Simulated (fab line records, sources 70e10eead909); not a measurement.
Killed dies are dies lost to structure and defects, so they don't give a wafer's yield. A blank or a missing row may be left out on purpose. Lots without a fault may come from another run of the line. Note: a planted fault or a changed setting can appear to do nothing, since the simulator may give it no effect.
8D (eight disciplines) problem report, filled in by code -- flow nand_harc -- the parts of the form that need people (team, actions taken, sign-off) are left out

1. THE PROBLEM
At NHARC_END_SORT_01, killed_dies averages 435 over 2 wafers from 2 lots, while fault-free wafers read 32, standard deviation 11. That puts it +37 standard deviations away from the usual mean.
Seen first at day 25 12:23 on prober-02, wafer L350.3. The record holds 12 wafers of 4 lots with a number at this step. Rule for "out" (also "out of limits"): further than 4 standard deviations from the usual mean. All remaining wafers that have a number are taken as sound.

2. WHAT IT IS, WHAT IT ISN'T
question,is,is not
which readings at this step,"killed_dies, killed_at_array","killed_at_periphery, killed_open, killed_short"
which lots,"L350, L351","L336, L352"
which wafers of those lots,"L350.3, L351.4","L350.1, L350.5, L351.2, L351.5"
read on which gauges,prober-02,prober-01
when,from day 25 12:23,"up to then (7 sound wafers); but 3 sound wafers of L350, L351 came after"

3. THE SUSPECTS, EACH WITH WHAT RULES IT OUT
Counting: any tool at a process step up to the reading remains a suspect provided it ran every lot that is out. Sound lots after the first of them don't rule it out here, since some wafers of a struck lot are sound.
- the gauge at NHARC_END_SORT_01 has been ruled out. All the wafers that are out were read on prober-02, but those of them that NHARC_A_SLIT_ETCH_24 has rows for are out there too, on other tools.
- acl_dep-02 at NHARC_A_SLIT_DEP_00 (deposits aC, target thk 3200 nm): kept. It ran every lot that is out, first L350 (day 20 08:31).
- rie_diel-13 at NHARC_A_SLIT_ETCH_24 (etches the open film in CF4/CHF3, target depth 121 nm, time 60.5 s): kept. It ran every lot that is out, first L350 (day 20 11:25). On those wafers its own readings are out: run_length_s.
- At NHARC_A_SLIT_ETCH_24, inside rie_diel-13: chamber 1 took the wafers that are out, while their sound lot-mates went through chambers 0, 2, 3.
Remaining after the count are acl_dep-02 at NHARC_A_SLIT_DEP_00 and rie_diel-13 at NHARC_A_SLIT_ETCH_24.

4. THE CAUSE (what the simulator had put in)
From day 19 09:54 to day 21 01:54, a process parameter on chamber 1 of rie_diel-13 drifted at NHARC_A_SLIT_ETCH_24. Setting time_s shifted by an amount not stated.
This tool is one of the 2 suspects left after counting.

5. THE EFFECT CHAIN, in route order
Rows list readings where the struck wafers' mean (over those with a number) sits beyond 3 standard deviations from the usual. Only readings for which the record gives a usual standard deviation are gone through. hours: the time from each lot's start at the first step in this table that gives one to its start at this step, as a median over the lots. sigmas: the change in usual standard deviations.
hours,step,reading,usual,on struck wafers,change,sigmas
0,NHARC_A_SLIT_ETCH_24,run_length_s,81.9 s,69.1,-12.8,-37
124,NHARC_END_SORT_01,killed_at_array,28,429,+401,+36
124,NHARC_END_SORT_01,killed_dies,32,435,+403,+37
It contains these process steps:
- NHARC_A_SLIT_ETCH_24: etches the open film in CF4/CHF3, target depth 121 nm, time 60.5 s.

6. HOW IT WOULD HAVE BEEN CAUGHT EARLIER
Counted from the fault's start at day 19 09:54, it took 146 hours until the first out-of-limits reading at a measuring or inspecting step in this record, taken at day 25 12:23.
The tool's own readings at NHARC_A_SLIT_ETCH_24 were out on every struck wafer that the step has a row for (run_length_s): an alarm limit on them would have fired on the first of those.
By day 25 12:23 the whole set of lots that are out, 2 in number, had already begun NHARC_A_SLIT_ETCH_24 on rie_diel-13. Tool hold at that time: it would have spared none of them.
